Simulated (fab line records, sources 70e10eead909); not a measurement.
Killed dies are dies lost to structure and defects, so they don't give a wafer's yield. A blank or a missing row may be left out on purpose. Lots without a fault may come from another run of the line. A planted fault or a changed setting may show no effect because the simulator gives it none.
Which tool did it? | flow nand_harc | 22 lots, 66 wafers sampled, at 4 steps of a route of 1302

WHAT THE GAUGES READ, wafer by wafer
NHARC_A_BLC_INSPECT_12. Usual: raw_defect_count 83, standard deviation 33.
lot  | measured     | on                | raw_defect_count | flag
L074 | day 22 04:14 | defect_inspect-02 | 123 112 122      |
L075 | day 23 08:27 | defect_inspect-02 | 63 54 72         |
L077 | day 23 09:26 | defect_inspect-02 | 58 63 61         |
L076 | day 23 15:33 | defect_inspect-01 | 105 95 100       |
L078 | day 24 04:25 | defect_inspect-01 | 65 65 72         |
L079 | day 24 23:25 | defect_inspect-02 | 44 72 55         |
L081 | day 25 05:28 | defect_inspect-02 | 64 68 71         |
L080 | day 25 10:26 | defect_inspect-02 | 150 146 159      |
L083 | day 25 16:52 | defect_inspect-02 | 128 136 113      |
L082 | day 25 20:41 | defect_inspect-01 | 66 73 66         |
L084 | day 26 11:39 | defect_inspect-01 | 97 73 77         |
L085 | day 26 15:32 | defect_inspect-01 | 95 83 71         |
L086 | day 27 19:41 | defect_inspect-02 | 21 17 22         |
L087 | day 28 01:32 | defect_inspect-01 | 103 104 109      |
L089 | day 28 19:48 | defect_inspect-02 | 100 93 87        |
L088 | day 28 21:29 | defect_inspect-02 | 61 70 71         |
L090 | day 29 03:49 | defect_inspect-01 | 67 73 58         |
L093 | day 31 04:38 | defect_inspect-01 | 88 77 91         |
L094 | day 31 05:08 | defect_inspect-01 | 127 89 121       |
L095 | day 31 13:17 | defect_inspect-02 | 26 23 33         |
L096 | day 32 09:29 | defect_inspect-01 | 95 85 87         |
L097 | day 32 11:57 | defect_inspect-01 | 129 134 147      |

WHICH TOOL RAN EACH LOT (tool, then ch and the chambers of the sampled wafers, then the start)
lot  | NHARC_A_CONTACT_ETCH_77                       | NHARC_A_CONTACT_DESCUM_13          | NHARC_A_CONTACT_ETCH_110
L074 | rie_diel-09 ch 0,1,3, day 21 22:05 or earlier | rie_diel-02 ch 1,2,3, day 21 22:05 | rie_diel-11 ch 0,1,2, day 22 01:35
L075 | rie_diel-02 ch 1,2, day 23 01:32 or earlier   | rie_diel-11 ch 1,3, day 23 01:32   | rie_diel-09 ch 2,3, day 23 05:38
L077 | rie_diel-09 ch 0,1,2, day 23 02:56 or earlier | rie_diel-11 ch 0,2,3, day 23 02:56 | rie_diel-09 ch 1,2,3, day 23 06:43
L076 | rie_diel-09 ch 0,2, day 23 08:47 or earlier   | rie_diel-09 ch 1,2, day 23 08:47   | rie_diel-02 ch 0,1, day 23 12:47
L078 | rie_diel-09 ch 0,1, day 23 21:43 or earlier   | rie_diel-11 ch 0,1,2, day 23 21:43 | rie_diel-09 ch 0,1, day 24 01:11
L079 | rie_diel-02 ch 0,1,2, day 24 17:04 or earlier | rie_diel-09 ch 1,2, day 24 17:04   | rie_diel-09 ch 0,1,3, day 24 20:35
L081 | rie_diel-09 ch 0,1,2, day 24 22:10 or earlier | rie_diel-09 ch 0,1,3, day 24 22:10 | rie_diel-09 ch 1,3, day 25 02:47
L080 | rie_diel-11 ch 1,2, day 25 03:04 or earlier   | rie_diel-09 ch 0,1,3, day 25 03:04 | rie_diel-09 ch 1,3, day 25 07:35
L083 | rie_diel-09 ch 0,3, day 25 10:24 or earlier   | rie_diel-09 ch 0,1, day 25 10:24   | rie_diel-02 ch 1,2,3, day 25 14:06
L082 | rie_diel-09 ch 0,1,3, day 25 14:26 or earlier | rie_diel-02 ch 1,2,3, day 25 14:26 | rie_diel-02 ch 0,1,3, day 25 17:55
L084 | rie_diel-11 ch 0,2,3, day 26 05:22 or earlier | rie_diel-02 ch 0,1,2, day 26 05:22 | rie_diel-11 ch 0,1,2, day 26 08:52
L085 | rie_diel-02 ch 0,1,2, day 26 09:23 or earlier | rie_diel-09 ch 0,1, day 26 09:23   | rie_diel-09 ch 0,1,3, day 26 12:53
L086 | rie_diel-02 ch 1,2, day 27 13:27 or earlier   | rie_diel-09 ch 1,2,3, day 27 13:27 | rie_diel-09 ch 0,3, day 27 16:55
L087 | rie_diel-09 ch 1,3, day 27 19:17 or earlier   | rie_diel-09 ch 0,1,3, day 27 19:17 | rie_diel-11 ch 0,1, day 27 22:46
L089 | rie_diel-09 ch 0,1, day 28 13:29 or earlier   | rie_diel-02 ch 2,3, day 28 13:29   | rie_diel-09 ch 0,1,2, day 28 17:08
L088 | rie_diel-09 ch 0,1,3, day 28 15:14 or earlier | rie_diel-09 ch 1,2,3, day 28 15:14 | rie_diel-09 ch 0,2,3, day 28 18:42
L090 | rie_diel-09 ch 0,1,3, day 28 21:32 or earlier | rie_diel-09 ch 0,2,3, day 28 21:32 | rie_diel-09 ch 0,1,2, day 29 01:02
L093 | rie_diel-09 ch 0,3, day 30 20:22 or earlier   | rie_diel-09 ch 1,2,3, day 30 20:22 | rie_diel-02 ch 0,1,2, day 31 01:50
L094 | rie_diel-02 ch 0,1,2, day 30 22:56 or earlier | rie_diel-02 ch 0,3, day 30 22:56   | rie_diel-11 ch 2,3, day 31 02:25
L095 | rie_diel-09 ch 1,2,3, day 31 06:08 or earlier | rie_diel-02 ch 0,1, day 31 06:08   | rie_diel-02 ch 0,3, day 31 10:26
L096 | rie_diel-09 ch 1,2, day 32 02:32 or earlier   | rie_diel-02 ch 0,2,3, day 32 02:32 | rie_diel-09 ch 2,3, day 32 06:35
L097 | rie_diel-09 ch 0,1, day 32 05:40 or earlier   | rie_diel-09 ch 0,3, day 32 05:40   | rie_diel-09 ch 0,1,3, day 32 09:09
- NHARC_A_CONTACT_ETCH_77: etches the open film in CF4/CHF3, target depth 108.9 nm, time 54.5 s.
- NHARC_A_CONTACT_DESCUM_13: chemistry O2, time 3 s.
- NHARC_A_CONTACT_ETCH_110: etches the open film in CF4/O2, target depth 60 nm, overetch 6 nm, time 33 s.

WHAT THE TOOLS THEMSELVES READ (means of the sampled wafers that have a number; where no wafer has one, the mark that the record gives instead)
NHARC_A_CONTACT_ETCH_77. Usual: drypump_motor_current_A 5.6 A, standard deviation 0.43; oes_product_au 0.934 a.u., standard deviation 0.019; rf_fwd_power_W 494.9 W, standard deviation 1.7; rf_vpp_V 369.8 V, standard deviation 2.5; showerhead_plenum_p_Torr 1.55 Torr, standard deviation 0.072; throttle_valve_pct 16.802 %, standard deviation 0.0086.
lot  | tool        | drypump_motor_current_A (A) | oes_product_au (a.u.) | rf_fwd_power_W (W) | rf_vpp_V (V) | showerhead_plenum_p_Torr (Torr) | throttle_valve_pct (%) | flag
L074 | rie_diel-09 | 5.6                         | 0.969                 | 493.2              | 370.9        | 1.58                            | 16.803                 |
L075 | rie_diel-02 | 6.3                         | 0.926                 | 493.8              | 370.2        | 1.57                            | 16.802                 |
L077 | rie_diel-09 | 5.3                         | 0.929                 | 496.1              | 368.8        | 1.51                            | 16.796                 |
L076 | rie_diel-09 | 5.2                         | 0.929                 | 494.4              | 367.2        | 1.47                            | 16.809                 |
L078 | rie_diel-09 | 5.3                         | 0.927                 | 494.0              | 368.6        | 1.51                            | 16.811                 |
L079 | rie_diel-02 | 5.9                         | 0.929                 | 495.0              | 370.5        | 1.57                            | 16.801                 |
L081 | rie_diel-09 | 5.3                         | 0.926                 | 496.1              | 368.9        | 1.51                            | 16.802                 |
L080 | rie_diel-11 | 5.6                         | 0.924                 | 495.6              | 371.5        | 1.58                            | 16.804                 |
L083 | rie_diel-09 | 5.7                         | 0.946                 | 495.0              | 370.9        | 1.60                            | 16.800                 |
L082 | rie_diel-09 | 5.5                         | 0.931                 | 493.0              | 371.8        | 1.57                            | 16.815                 |
L084 | rie_diel-11 | 6.0                         | 0.925                 | 495.1              | 369.3        | 1.52                            | 16.798                 |
L085 | rie_diel-02 | 5.9                         | 0.981                 | 496.6              | 371.0        | 1.57                            | 16.805                 |
L086 | rie_diel-02 | 6.3                         | 0.980                 | 495.1              | 369.8        | 1.56                            | 16.798                 |
L087 | rie_diel-09 | 5.6                         | 0.930                 | 496.2              | 372.0        | 1.61                            | 16.800                 |
L089 | rie_diel-09 | 5.4                         | 0.927                 | 495.5              | 370.2        | 1.55                            | 16.797                 |
L088 | rie_diel-09 | 5.6                         | 0.925                 | 495.3              | 370.1        | 1.57                            | 16.803                 |
L090 | rie_diel-09 | 5.5                         | 0.922                 | 495.1              | 370.9        | 1.57                            | 16.805                 |
L093 | rie_diel-09 | 5.5                         | 0.926                 | 496.4              | 369.7        | 1.53                            | 16.801                 |
L094 | rie_diel-02 | 5.9                         | 0.933                 | 494.3              | 370.1        | 1.56                            | 16.800                 |
L095 | rie_diel-09 | 5.5                         | 0.937                 | 495.0              | 369.9        | 1.57                            | 16.804                 |
L096 | rie_diel-09 | 5.3                         | 0.936                 | 495.8              | 370.0        | 1.55                            | 16.805                 |
L097 | rie_diel-09 | 5.3                         | 0.919                 | 496.7              | 367.9        | 1.50                            | 16.804                 |

NHARC_A_CONTACT_DESCUM_13. Usual: drypump_motor_current_A 5.6 A, standard deviation 0.47; oes_product_au 1.003 a.u., standard deviation 0.012; rf_vpp_V 57.8 V, standard deviation 0.97; showerhead_plenum_p_Torr 1.88 Torr, standard deviation 0.085; throttle_valve_pct 11.311 %, standard deviation 0.0094.
lot  | tool        | drypump_motor_current_A (A) | oes_product_au (a.u.) | rf_vpp_V (V) | showerhead_plenum_p_Torr (Torr) | throttle_valve_pct (%) | flag
L074 | rie_diel-02 | 6.0                         | 0.996                 | 59.3         | 1.90                            | 11.308                 |
L075 | rie_diel-11 | 5.9                         | 0.997                 | 57.7         | 1.82                            | 11.314                 |
L077 | rie_diel-11 | 6.1                         | 0.993                 | 58.3         | 1.85                            | 11.316                 |
L076 | rie_diel-09 | 5.3                         | 1.003                 | 57.8         | 1.88                            | 11.318                 |
L078 | rie_diel-11 | 5.9                         | 0.983                 | 57.5         | 1.89                            | 11.307                 |
L079 | rie_diel-09 | 5.2                         | 1.002                 | 57.7         | 1.83                            | 11.309                 |
L081 | rie_diel-09 | 5.6                         | 1.003                 | 56.9         | 1.92                            | 11.313                 |
L080 | rie_diel-09 | 5.6                         | 1.002                 | 58.3         | 1.92                            | 11.306                 |
L083 | rie_diel-09 | 5.3                         | 1.005                 | 57.8         | 1.83                            | 11.310                 |
L082 | rie_diel-02 | 5.9                         | 1.008                 | 58.4         | 1.89                            | 11.311                 |
L084 | rie_diel-02 | 5.9                         | 1.009                 | 57.6         | 1.91                            | 11.304                 |
L085 | rie_diel-09 | 5.3                         | 1.003                 | 57.8         | 1.83                            | 11.307                 |
L086 | rie_diel-09 | 5.5                         | 1.004                 | 57.5         | 1.91                            | 11.317                 |
L087 | rie_diel-09 | 5.6                         | 1.001                 | 57.5         | 1.91                            | 11.322                 |
L089 | rie_diel-02 | 5.6                         | 1.017                 | 57.6         | 1.85                            | 11.313                 |
L088 | rie_diel-09 | 5.5                         | 0.999                 | 58.6         | 1.91                            | 11.308                 |
L090 | rie_diel-09 | 5.5                         | 0.992                 | 57.7         | 1.85                            | 11.325                 |
L093 | rie_diel-09 | 5.5                         | 1.004                 | 58.6         | 1.90                            | 11.325                 |
L094 | rie_diel-02 | 5.1                         | 1.010                 | 57.5         | 1.88                            | 11.308                 |
L095 | rie_diel-02 | 5.5                         | 1.009                 | 57.8         | 1.91                            | 11.307                 |
L096 | rie_diel-02 | 5.5                         | 1.013                 | 57.2         | 1.86                            | 11.318                 |
L097 | rie_diel-09 | 5.8                         | 1.010                 | 57.8         | 1.94                            | 11.311                 |

NHARC_A_CONTACT_ETCH_110. Usual: drypump_motor_current_A 5.6 A, standard deviation 0.44; oes_product_au 1.001 a.u., standard deviation 0.011; rf_fwd_power_W 295.7 W, standard deviation 1.1; rf_vpp_V 197.5 V, standard deviation 1.6; showerhead_plenum_p_Torr 1.32 Torr, standard deviation 0.06; throttle_valve_pct 13.398 %, standard deviation 0.0091.
lot  | tool        | drypump_motor_current_A (A) | oes_product_au (a.u.) | rf_fwd_power_W (W) | rf_vpp_V (V) | showerhead_plenum_p_Torr (Torr) | throttle_valve_pct (%) | flag
L074 | rie_diel-11 | 5.9                         | 0.986                 | 295.8              | 197.7        | 1.32                            | 13.395                 |
L075 | rie_diel-09 | 5.7                         | 0.996                 | 295.9              | 198.8        | 1.35                            | 13.405                 |
L077 | rie_diel-09 | 5.5                         | 1.012                 | 296.5              | 197.4        | 1.33                            | 13.402                 |
L076 | rie_diel-02 | 5.9                         | 0.996                 | 295.3              | 198.3        | 1.35                            | 13.389                 |
L078 | rie_diel-09 | 5.4                         | 1.006                 | 296.4              | 197.1        | 1.31                            | 13.398                 |
L079 | rie_diel-09 | 5.6                         | 1.001                 | 295.3              | 198.5        | 1.33                            | 13.394                 |
L081 | rie_diel-09 | 5.6                         | 1.009                 | 295.3              | 199.5        | 1.37                            | 13.396                 |
L080 | rie_diel-09 | 5.6                         | 1.010                 | 296.8              | 199.0        | 1.37                            | 13.396                 |
L083 | rie_diel-02 | 5.9                         | 1.005                 | 294.5              | 196.7        | 1.32                            | 13.396                 |
L082 | rie_diel-02 | 5.5                         | 1.002                 | 295.9              | 198.4        | 1.33                            | 13.401                 |
L084 | rie_diel-11 | 5.9                         | 0.991                 | 295.4              | 197.9        | 1.32                            | 13.410                 |
L085 | rie_diel-09 | 5.6                         | 1.000                 | 295.2              | 198.0        | 1.33                            | 13.393                 |
L086 | rie_diel-09 | 5.5                         | 0.982                 | 294.8              | 196.7        | 1.30                            | 13.395                 |
L087 | rie_diel-11 | 6.2                         | 1.001                 | 294.4              | 196.8        | 1.29                            | 13.403                 |
L089 | rie_diel-09 | 5.3                         | 0.996                 | 296.4              | 196.1        | 1.27                            | 13.385                 |
L088 | rie_diel-09 | 5.5                         | 0.992                 | 294.6              | 197.4        | 1.29                            | 13.399                 |
L090 | rie_diel-09 | 5.3                         | 0.997                 | 295.6              | 196.8        | 1.27                            | 13.405                 |
L093 | rie_diel-02 | 5.9                         | 1.009                 | 295.7              | 198.0        | 1.32                            | 13.402                 |
L094 | rie_diel-11 | 5.8                         | 0.995                 | 296.4              | 198.3        | 1.37                            | 13.390                 |
L095 | rie_diel-02 | 5.1                         | 1.007                 | 297.1              | 197.8        | 1.31                            | 13.400                 |
L096 | rie_diel-09 | 5.4                         | 1.008                 | 296.5              | 196.2        | 1.29                            | 13.404                 |
L097 | rie_diel-09 | 5.6                         | 1.006                 | 295.4              | 198.4        | 1.33                            | 13.405                 |

THE ANSWER, worked out from the rows above alone
Rule: a lot is off if the mean of its wafers that have a number lies more than 3 standard deviations from the usual mean. A lot without any number at a reading at which 4 lots or more have one is off too. The other lots that the step has rows for count as sound. The gauges are gone through in route order, then the tools' own readings, and for those a lot's mean is taken as printed above. The first step at which some lot is off is used, and at that step the reading that is off furthest; a lot without a number counts as furthest.
No lot is off at any reading shown: from this, nothing can be told.

WHAT THE SIMULATOR HAD PUT IN
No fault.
